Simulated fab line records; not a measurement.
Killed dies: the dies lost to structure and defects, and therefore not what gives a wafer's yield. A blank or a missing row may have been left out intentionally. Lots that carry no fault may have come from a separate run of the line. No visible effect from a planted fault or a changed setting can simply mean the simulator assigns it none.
Which of the tools did it?	flow nand harc	72 wafers from 24 lots sampled at 6 of the route's 1159 steps

WHAT THE GAUGES SHOWED, per wafer
The record holds no reading of a measuring or inspecting step that can be judged against a usual standard deviation.

EACH LOT AND THE TOOL THAT RAN IT (in order: tool; ch and the chambers of the sampled wafers; start)
lot	NHARC_A_STAIRCASE_ETCH_19	NHARC_A_STAIRCASE_TRIM_187	NHARC_A_STAIRCASE_ETCH_197	NHARC_A_STAIRCASE_TRIM_202	NHARC_A_STAIRCASE_ETCH_203	NHARC_A_STAIRCASE_ETCH_294
L074	rie diel-13 ch 0,2, day 11 00:42 or earlier	rie diel-13 ch 0,2, day 11 00:42	rie diel-09 ch 0,3, no start	rie diel-09 ch 1,3, no start	rie diel-09 ch 0,1,3, no start	rie diel-13 ch 0,1,2, no start
L075	rie diel-08 ch 1,2,3, day 11 18:19 or earlier	rie diel-08 ch 2,3, day 11 18:19	rie diel-13 ch 0,1,2, no start	rie diel-13 ch 0,1,3, no start	rie diel-13 ch 0,2,3, no start	rie diel-09 ch 2,3, no start
L076	rie diel-13 ch 2,3, day 11 21:01 or earlier	rie diel-08 ch 0,2, day 11 21:01	rie diel-13 ch 1,3, no start	rie diel-13 ch 1,2, no start	rie diel-13 ch 1,2, no start	rie diel-08 ch 1,2,3, no start
L077	rie diel-08 ch 0,1,2, day 11 21:15 or earlier	rie diel-08 ch 0,2,3, day 11 21:15	rie diel-13 ch 1,2,3, no start	rie diel-13 ch 1,2,3, no start	rie diel-13 ch 1,2,3, no start	rie diel-08 ch 0,3, no start
L078	rie diel-13 ch 1,2,3, day 11 22:43 or earlier	rie diel-08 ch 0,3, day 11 22:43	rie diel-09 ch 0,2, no start	rie diel-09 ch 0,2,3, no start	rie diel-09 ch 1,3, no start	rie diel-09 ch 0,2, no start
L081	rie diel-13 ch 1,2, day 12 08:19 or earlier	rie diel-13 ch 1,2, day 12 08:19	rie diel-09 ch 0,1,3, no start	rie diel-09 ch 0,2, no start	rie diel-09 ch 0,1, no start	rie diel-09 ch 0,3, no start
L080	rie diel-13 ch 1,3, day 12 08:33 or earlier	rie diel-08 ch 0,1,3, day 12 08:33	rie diel-08 ch 0,1, no start	rie diel-08 ch 1,2,3, no start	rie diel-08 ch 1,2, no start	rie diel-08 ch 0,1,3, no start
L079	rie diel-13 ch 0,3, day 12 17:13 or earlier	rie diel-08 ch 1,2,3, day 12 17:13	rie diel-09 ch 0,1, no start	rie diel-09 ch 1,2, no start	rie diel-09 ch 1,2, no start	rie diel-09 ch 1,2, no start
L082	rie diel-13 ch 1,2, day 12 17:01 or earlier	rie diel-08 ch 0,1,3, day 12 17:01	rie diel-09 ch 0,2, no start	rie diel-09 ch 0,1,2, no start	rie diel-09 ch 0,1, no start	rie diel-09 ch 2,3, no start
L083	rie diel-13 ch 0,1,3, day 13 06:19 or earlier	rie diel-13 ch 0,3, day 13 06:19	rie diel-08 ch 0,1,2, no start	rie diel-08 ch 0,2,3, no start	rie diel-08 ch 1,2, no start	rie diel-09 ch 0,2,3, no start
L086	rie diel-09 ch 0,2, day 13 23:01 or earlier	rie diel-13 ch 0,2, day 13 23:01	rie diel-08 ch 1,2, no start	rie diel-08 ch 0,1, no start	rie diel-08 ch 0,1,3, no start	rie diel-08 ch 0,2, no start
L084	rie diel-09 ch 0,1,3, day 13 23:22 or earlier	rie diel-13 ch 1,2,3, day 13 23:22	rie diel-13 ch 1,2,3, no start	rie diel-13 ch 0,1,3, no start	rie diel-13 ch 0,2,3, no start	rie diel-09 ch 0,1,2, no start
L087	rie diel-13 ch 1,2, day 14 04:07 or earlier	rie diel-09 ch 0,3, day 14 04:07	rie diel-09 ch 2,3, no start	rie diel-09 ch 0,1,3, no start	rie diel-09 ch 0,2,3, no start	rie diel-08 ch 1,2, no start
L089	rie diel-08 ch 0,1,2, day 14 11:08 or earlier	rie diel-13 ch 1,2,3, day 14 11:08	rie diel-13 ch 2,3, no start	rie diel-13 ch 0,2,3, no start	rie diel-13 ch 0,3, no start	rie diel-09 ch 2,3, no start
L085	rie diel-13 ch 0,2, day 14 12:04 or earlier	rie diel-13 ch 1,3, day 14 12:04	rie diel-08 ch 1,3, no start	rie diel-08 ch 0,1,3, no start	rie diel-08 ch 0,3, no start	rie diel-13 ch 0,2,3, no start
L091	rie diel-08 ch 0,1,2, day 14 20:20 or earlier	rie diel-13 ch 2,3, day 14 20:20	rie diel-09 ch 0,1,3, no start	rie diel-09 ch 0,1,2, no start	rie diel-09 ch 1,2,3, no start	rie diel-09 ch 1,2,3, no start
L088	rie diel-08 ch 2,3, day 14 20:29 or earlier	rie diel-08 ch 0,1, day 14 20:29	rie diel-08 ch 1,2, no start	rie diel-08 ch 0,1, no start	rie diel-08 ch 1,2,3, no start	rie diel-08 ch 0,2, no start
L090	rie diel-09 ch 1,2,3, day 14 22:25 or earlier	rie diel-08 ch 1,2,3, day 14 22:25	rie diel-08 ch 0,1,3, no start	rie diel-08 ch 0,1,2, no start	rie diel-08 ch 0,1,3, no start	rie diel-08 ch 0,1,2, no start
L093	rie diel-08 ch 0,1, day 15 07:00 or earlier	rie diel-13 ch 0,1,3, day 15 07:00	rie diel-13 ch 0,1,2, no start	rie diel-13 ch 0,3, no start	rie diel-13 ch 1,2,3, no start	rie diel-09 ch 0,3, no start
L092	rie diel-09 ch 1,2,3, day 15 07:13 or earlier	rie diel-09 ch 1,2,3, day 15 07:13	rie diel-08 ch 0,1,3, no start	rie diel-08 ch 0,1,2, no start	rie diel-08 ch 0,1,2, no start	rie diel-08 ch 0,1,2, no start
L094	rie diel-13 ch 0,1,2, day 15 14:31 or earlier	rie diel-13 ch 1,2,3, day 15 14:31	rie diel-13 ch 2,3, no start	rie diel-13 ch 0,2, no start	rie diel-13 ch 1,3, no start	rie diel-13 ch 1,2,3, no start
L096	rie diel-13 ch 0,1,2, day 16 04:41 or earlier	rie diel-08 ch 0,3, day 16 04:41	rie diel-08 ch 0,3, no start	rie diel-08 ch 2,3, no start	rie diel-08 ch 0,2, no start	rie diel-08 ch 0,1,2, no start
L095	rie diel-09 ch 1,3, day 16 07:57 or earlier	rie diel-08 ch 0,1,2, day 16 07:57	rie diel-08 ch 1,3, no start	rie diel-08 ch 0,2,3, no start	rie diel-08 ch 1,2,3, no start	rie diel-08 ch 2,3, no start
L097	rie diel-09 ch 1,2,3, day 17 01:35 or earlier	rie diel-13 ch 0,1,2, day 17 01:35	rie diel-13 ch 0,1,2, no start	rie diel-13 ch 0,1,3, no start	rie diel-13 ch 1,2,3, no start	rie diel-09 ch 0,1,2, no start
- NHARC_A_STAIRCASE_ETCH_19: etches the open film in C4F8/O2, target depth 100 nm, time 40.5 s.
- NHARC_A_STAIRCASE_TRIM_187: chemistry O2, time 211.2 s.
- NHARC_A_STAIRCASE_ETCH_197: etches the open film in C4F8/O2, target depth 100 nm, time 40.5 s.
- NHARC_A_STAIRCASE_TRIM_202: chemistry O2, time 211.2 s.
- NHARC_A_STAIRCASE_ETCH_203: etches the open film in C4F8/O2, target depth 100 nm, time 40.5 s.
- NHARC_A_STAIRCASE_ETCH_294: etches the open film in C4F8/O2/Ar, target depth 4992 nm, time 1212.4 s.

AS READ BY THE TOOLS THEMSELVES (means over the sampled wafers that have a number; for cases with no such wafer, the mark the record gives instead)
NHARC_A_STAIRCASE_ETCH_19. Usual: oes product au 0.936 a.u., standard deviation 0.012; rf vpp V 895 V, standard deviation 5.2.
lot	tool	oes product au (a.u.)	rf vpp V (V)	flag
L074	rie diel-13	0.943	897	
L075	rie diel-08	0.938	893	
L076	rie diel-13	0.935	894	
L077	rie diel-08	0.920	893	
L078	rie diel-13	0.940	897	
L081	rie diel-13	0.924	896	
L080	rie diel-13	0.928	902	
L079	rie diel-13	0.931	897	
L082	rie diel-13	0.928	895	
L083	rie diel-13	0.940	900	
L086	rie diel-09	0.930	892	
L084	rie diel-09	0.926	893	
L087	rie diel-13	0.928	899	
L089	rie diel-08	0.936	893	
L085	rie diel-13	0.938	893	
L091	rie diel-08	0.943	893	
L088	rie diel-08	0.941	893	
L090	rie diel-09	0.945	897	
L093	rie diel-08	0.946	891	
L092	rie diel-09	0.927	897	
L094	rie diel-13	0.945	897	
L096	rie diel-13	0.940	898	
L095	rie diel-09	0.935	897	
L097	rie diel-09	0.938	897	

NHARC_A_STAIRCASE_TRIM_187. Usual: drypump motor current A 6.0 A, standard deviation 0.4; oes product au 0.997 a.u., standard deviation 0.0099; rf vpp V 57.8 V, standard deviation 0.91; showerhead plenum p Torr 3.50 Torr, standard deviation 0.12; throttle valve pct 17.035 %, standard deviation 0.0092.
lot	tool	drypump motor current A (A)	oes product au (a.u.)	rf vpp V (V)	showerhead plenum p Torr (Torr)	throttle valve pct (%)	flag
L074	rie diel-13	6.2	0.996	57.6	3.46	17.038	
L075	rie diel-08	6.3	0.989	57.7	3.48	17.031	
L076	rie diel-08	6.1	0.991	57.7	3.49	17.032	
L077	rie diel-08	6.1	0.991	58.0	3.49	17.037	
L078	rie diel-08	5.9	0.991	57.7	3.48	17.033	
L081	rie diel-13	5.9	0.990	57.8	3.64	17.040	
L080	rie diel-08	6.2	0.995	57.3	3.44	17.032	
L079	rie diel-08	6.4	0.995	57.0	3.43	17.039	
L082	rie diel-08	6.2	1.000	57.6	3.44	17.028	
L083	rie diel-13	5.7	1.004	58.8	3.57	17.039	
L086	rie diel-13	6.2	1.003	57.7	3.45	17.038	
L084	rie diel-13	5.8	1.009	57.8	3.55	17.029	
L087	rie diel-09	5.4	0.991	56.8	3.51	17.039	
L089	rie diel-13	5.8	0.996	57.5	3.55	17.040	
L085	rie diel-13	5.5	1.001	57.4	3.59	17.038	
L091	rie diel-13	6.0	1.000	57.7	3.41	17.042	
L088	rie diel-08	6.0	0.985	57.0	3.44	17.051	
L090	rie diel-08	6.4	0.998	57.3	3.43	17.029	
L093	rie diel-13	5.7	0.999	58.6	3.61	17.030	
L092	rie diel-09	5.8	0.996	57.5	3.58	17.037	
L094	rie diel-13	5.8	1.015	57.8	3.54	17.033	
L096	rie diel-08	6.1	0.994	57.6	3.46	17.041	
L095	rie diel-08	6.2	0.997	57.9	3.43	17.032	
L097	rie diel-13	6.0	1.005	58.1	3.57	17.030	

NHARC_A_STAIRCASE_ETCH_197. Usual: oes product au 0.945 a.u., standard deviation 0.017; rf vpp V 895 V, standard deviation 4.7.
lot	tool	oes product au (a.u.)	rf vpp V (V)	flag
L074	rie diel-09	0.917	892	
L075	rie diel-13	0.934	898	
L076	rie diel-13	0.928	901	
L077	rie diel-13	0.924	897	
L078	rie diel-09	0.960	893	
L081	rie diel-09	0.965	894	
L080	rie diel-08	0.946	894	
L079	rie diel-09	0.906	894	
L082	rie diel-09	0.946	893	
L083	rie diel-08	0.957	892	
L086	rie diel-08	0.960	893	
L084	rie diel-13	0.945	896	
L087	rie diel-09	0.926	899	
L089	rie diel-13	0.932	892	
L085	rie diel-08	0.968	893	
L091	rie diel-09	0.953	893	
L088	rie diel-08	0.938	893	
L090	rie diel-08	0.946	893	
L093	rie diel-13	0.948	898	
L092	rie diel-08	0.946	893	
L094	rie diel-13	0.939	891	
L096	rie diel-08	0.932	893	
L095	rie diel-08	0.941	892	
L097	rie diel-13	0.955	897	

NHARC_A_STAIRCASE_TRIM_202. Usual: drypump motor current A 6.0 A, standard deviation 0.46; oes product au 0.998 a.u., standard deviation 0.0096; rf vpp V 57.9 V, standard deviation 0.9; showerhead plenum p Torr 3.51 Torr, standard deviation 0.12; throttle valve pct 17.037 %, standard deviation 0.008.
lot	tool	drypump motor current A (A)	oes product au (a.u.)	rf vpp V (V)	showerhead plenum p Torr (Torr)	throttle valve pct (%)	flag
L074	rie diel-09	5.8	1.002	58.5	3.59	17.043	
L075	rie diel-13	5.7	1.006	57.5	3.63	17.042	
L076	rie diel-13	6.1	0.998	58.2	3.51	17.045	
L077	rie diel-13	5.8	1.000	58.0	3.56	17.030	
L078	rie diel-09	5.5	0.995	58.9	3.53	17.040	
L081	rie diel-09	5.5	1.001	57.7	3.55	17.035	
L080	rie diel-08	6.4	0.996	57.4	3.44	17.039	
L079	rie diel-09	5.8	1.004	58.1	3.61	17.044	
L082	rie diel-09	6.0	0.989	57.6	3.49	17.040	
L083	rie diel-08	6.1	0.998	58.1	3.48	17.031	
L086	rie diel-08	5.9	1.001	57.6	3.45	17.042	
L084	rie diel-13	5.7	1.004	58.6	3.62	17.042	
L087	rie diel-09	6.0	0.991	57.3	3.47	17.047	
L089	rie diel-13	5.9	1.002	58.8	3.49	17.033	
L085	rie diel-08	6.2	0.994	56.8	3.43	17.039	
L091	rie diel-09	6.0	0.994	57.2	3.48	17.037	
L088	rie diel-08	6.0	1.001	57.8	3.44	17.040	
L090	rie diel-08	6.1	0.997	57.5	3.44	17.024	
L093	rie diel-13	5.7	1.005	58.4	3.56	17.035	
L092	rie diel-08	6.1	0.988	57.0	3.43	17.039	
L094	rie diel-13	6.2	1.007	58.3	3.44	17.028	
L096	rie diel-08	6.3	0.999	58.0	3.46	17.037	
L095	rie diel-08	6.1	0.993	57.9	3.46	17.038	
L097	rie diel-13	5.7	1.006	57.9	3.61	17.038	

NHARC_A_STAIRCASE_ETCH_203. Usual: oes product au 0.937 a.u., standard deviation 0.012; rf vpp V 895 V, standard deviation 4.5.
lot	tool	oes product au (a.u.)	rf vpp V (V)	flag
L074	rie diel-09	0.925	895	
L075	rie diel-13	0.943	896	
L076	rie diel-13	0.932	894	
L077	rie diel-13	0.938	897	
L078	rie diel-09	0.941	898	
L081	rie diel-09	0.923	892	
L080	rie diel-08	0.924	893	
L079	rie diel-09	0.938	897	
L082	rie diel-09	0.918	893	
L083	rie diel-08	0.935	893	
L086	rie diel-08	0.935	892	
L084	rie diel-13	0.942	894	
L087	rie diel-09	0.938	895	
L089	rie diel-13	0.941	896	
L085	rie diel-08	0.936	894	
L091	rie diel-09	0.942	899	
L088	rie diel-08	0.934	892	
L090	rie diel-08	0.938	891	
L093	rie diel-13	0.942	897	
L092	rie diel-08	0.940	893	
L094	rie diel-13	0.946	898	
L096	rie diel-08	0.942	893	
L095	rie diel-08	0.939	892	
L097	rie diel-13	0.949	896	

NHARC_A_STAIRCASE_ETCH_294. Usual: oes product au 0.930 a.u., standard deviation 0.012; rf vpp V 1824 V, standard deviation 8.9.
lot	tool	oes product au (a.u.)	rf vpp V (V)	flag
L074	rie diel-13	0.933	1831	
L075	rie diel-09	0.942	1836	
L076	rie diel-08	0.922	1820	
L077	rie diel-08	0.946	1822	
L078	rie diel-09	0.927	1828	
L081	rie diel-09	0.913	1819	
L080	rie diel-08	0.936	1821	
L079	rie diel-09	0.931	1829	
L082	rie diel-09	0.951	1834	
L083	rie diel-09	0.923	1827	
L086	rie diel-08	0.919	1824	
L084	rie diel-09	0.926	1825	
L087	rie diel-08	0.918	1817	
L089	rie diel-09	0.944	1834	
L085	rie diel-13	0.933	1824	
L091	rie diel-09	0.928	1831	
L088	rie diel-08	0.935	1822	
L090	rie diel-08	0.926	1820	
L093	rie diel-09	0.926	1826	
L092	rie diel-08	0.926	1820	
L094	rie diel-13	0.932	1827	
L096	rie diel-08	0.939	1820	
L095	rie diel-08	0.938	1822	
L097	rie diel-09	0.922	1822	

THE ANSWER, worked out from the rows above alone
Rule: a lot counts as off when the mean over its wafers that have a number is more than 3 standard deviations away from the usual mean. Also off: a lot with no number at a reading for which 4 or more lots have one. Where the step has rows for the other lots, those lots are counted as sound. After the gauges, taken in route order, come the tools' own readings; for these a lot's mean is taken, as printed above. The first step at which some lot is off is used, and at that step the reading that is off furthest; a lot without a number counts as furthest.
Nothing can be told from this: no lot is off at any reading shown.

WHAT THE SIMULATOR HAD INSERTED
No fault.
